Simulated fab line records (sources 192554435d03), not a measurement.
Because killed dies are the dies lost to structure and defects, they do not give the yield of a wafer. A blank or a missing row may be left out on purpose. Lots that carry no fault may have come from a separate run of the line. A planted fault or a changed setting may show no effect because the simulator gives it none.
Lot-split experiment ; flow n5_finfet ; 21 wafers read across 7 lots, on a route 1938 steps long

== SPLIT DETAILS ==
At N5_BEOL_M11_COAT_05 (resist thk 90 nm), the setting spin_rpm was moved away from the recipe's 1500 rpm on 4 of the 21 wafers read, by -8.0% to +4.5%. All remaining wafers had this setting at the recipe value.

== FROM THE SPLIT TO THE READING: what the file shows between them, 5 steps ==
- N5_BEOL_M11_EBR_07
- N5_BEOL_M11_SOFTBAKE_06: time 60 s
- N5_BEOL_M11_EXPOSE_08: exposes mask M11
- N5_BEOL_M11_PEB_09: peb time 60 s
- N5_BEOL_M11_DEVELOP_10: develop time 30 s

== THE READING ==
CAR-ArF_of_BEOL_M11_COAT_05.thk_nm (the simulator's own value, which no gauge read), in nm, at N5_BEOL_M11_DESCUM_16 (chemistry O2, time 7.9 s). There is no usual value for it anywhere in the file. Here, 17 wafers ran the recipe; their average is 83.5 nm with a standard deviation of 0.23 nm.

wafer;tool, chamber at the split;spin_rpm as run, rpm;against the recipe;CAR-ArF_of_BEOL_M11_COAT_05.thk_nm, nm;against lot-mates on the recipe
L075.1;litho_track-02, 0;1500;recipe;83.8;-
L075.2;litho_track-02, 0;1500;recipe;83.8;-
L075.5;litho_track-02, 0;1500;recipe;83.6;-
L082.1;litho_track-02, 0;1500;recipe;83.8;-
L082.2;litho_track-02, 0;1500;recipe;83.8;-
L082.4;litho_track-02, 0;1500;recipe;83.4;-
L087.3;litho_track-04, 0;1500;recipe;83.4;-
L087.5;litho_track-04, 0;1500;recipe;83.4;-
L087.6;litho_track-04, 0;1500;recipe;83.4;-
L090.4;litho_track-02, 0;1380;-8.0%;87.8;+4.0
L090.5;litho_track-02, 0;1500;recipe;83.8;-
L090.6;litho_track-02, 0;1380;-8.0%;88;+4.2
L091.3;litho_track-04, 0;1500;recipe;83.4;-
L091.4;litho_track-04, 0;1500;recipe;83.2;-
L091.5;litho_track-04, 0;1500;recipe;83.2;-
L092.1;litho_track-01, 0;1500;recipe;83.4;-
L092.4;litho_track-01, 0;1567;+4.5%;81.4;-2.0
L092.5;litho_track-01, 0;1567;+4.5%;81.2;-2.2
L097.3;litho_track-04, 0;1500;recipe;83.2;-
L097.5;litho_track-04, 0;1500;recipe;83.2;-
L097.4;litho_track-04, 0;1500;recipe;83.6;-

FIT RESULTS
A straight line over all 21 wafers: CAR-ArF_of_BEOL_M11_COAT_05.thk_nm changes by -0.535 nm for each +1% of spin_rpm; r = -0.99; the points scatter about the line by 0.23 nm.
The same after taking each lot's own level away (the mean of its wafers on the recipe; 21 wafers): -0.502 nm for each +1%; r = -1.00; scatter 0.14 nm.
That fit puts the effect of the largest move of spin_rpm on the reading at 4 nm.
The lots' own levels span 83.27 to 83.80 nm, that is 2.3 times the standard deviation above.
The two slopes agree, so the slope changes little with the lot-to-lot level.
Check: +4.06 nm against its lot-mates is what the line predicts for one of the wafers moved furthest among these (-8.0%) when that wafer is left out of the fit. Against them it came out at +4 nm.

== THESE WAFERS: OTHER SPLITS ==
Before the reading, these wafers also passed through other splits. Each is held against what the fit with the lots' levels taken away leaves over:
other split on the same wafers;wafers away from the commonest value;r with CAR-ArF_of_BEOL_M11_COAT_05.thk_nm (lot level and that fit taken away)
N5_BEOL_M6_ALD_77 ald_cycles;6;-0.20
N5_BEOL_M7_ETCH_66 time_s;3;-0.04
N5_BEOL_M8_ETCH_61 bias_w;6;+0.01
N5_BEOL_M9_COAT_63 spin_rpm;7;+0.22
N5_BEOL_M10_VIA_ETCH_34 time_s;7;-0.03
N5_BEOL_M10_ETCH_41 source_w;6;+0.10
N5_BEOL_M11_PECVD_70 temp_c;5;-0.31

== THE WHOLE CHAIN: every reading that the file lists as answering this split, in the file's order ==
step;what it does;reading;change (the file's fit);r (the file's)
N5_BEOL_M11_COAT_05;resist thk 90 nm;CAR-ArF_of_BEOL_M11_COAT_05.thk_nm (the simulator's own value, which no gauge read);-0.482 nm for each +1% of the setting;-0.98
N5_BEOL_M11_DEVELOP_10;develop time 30 s;CAR-ArF_of_BEOL_M11_COAT_05.thk_nm (the simulator's own value, which no gauge read);-0.492 nm for each +1% of the setting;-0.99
N5_BEOL_M11_DESCUM_16;chemistry O2, time 7.9 s;CAR-ArF_of_BEOL_M11_COAT_05.thk_nm (the simulator's own value, which no gauge read);-0.502 nm for each +1% of the setting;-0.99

== THE FILE'S OWN FIT ==
CAR-ArF_of_BEOL_M11_COAT_05.thk_nm changes by -0.502 nm for each +1% of spin_rpm, r = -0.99.
